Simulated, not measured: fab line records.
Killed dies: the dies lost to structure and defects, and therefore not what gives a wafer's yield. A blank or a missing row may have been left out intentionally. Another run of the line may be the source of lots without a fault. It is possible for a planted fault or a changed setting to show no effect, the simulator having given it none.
Matching of chambers    flow n5-finfet    N5_BEOL_M8_CURE_74 on uv-cure-01 has 3 sister chambers
The step cures SiCOH lowk, time 240 s. 3 wafers are shown with their chamber, then 7 later ones without.

EACH WAFER AND ITS CHAMBER
wafer   chamber  lamp-power-pct (%)
L082.4  2        52.34
L088.4  0        52.23
L092.2  1        52.33

WAFERS WITHOUT THEIR CHAMBER
wafer   lamp-power-pct (%)
L092.3  52.32
L090.1  52.31
L090.4  52.19
L090.6  52.23
L097.3  52.32
L097.4  52.31
L097.5  52.28

WHICH CHAMBER EACH WENT THROUGH
wafer    from the rows above            in truth
L092.3   can't be placed: 1 or 2        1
L090.1   can't be placed: 1 or 2        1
L090.4   0                              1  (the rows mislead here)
L090.6   0                              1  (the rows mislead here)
L097.3   can't be placed: 1 or 2        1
L097.4   can't be placed: 1 or 2        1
L097.5   can't be placed: 1 or 0 or 2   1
Placed correctly: 0 of 7. These rows do not allow placing 5 (true chamber among the candidates in 5). Placed wrongly: 2.
How it was worked out, from the rows above alone: a wafer's distance from a chamber is the root of the sum, over the readings, of the square of ((its reading less the chamber's mean) divided by the reading's scatter). If the next closest chamber is less than 2 further off than the closest, the wafer can't be placed; otherwise it belongs to the closest. The mean given for a chamber averages the wafers shown for that chamber. The scatter: with one shown wafer a chamber, the root of the mean of the squares of how far each hidden wafer lies from its nearest shown one.
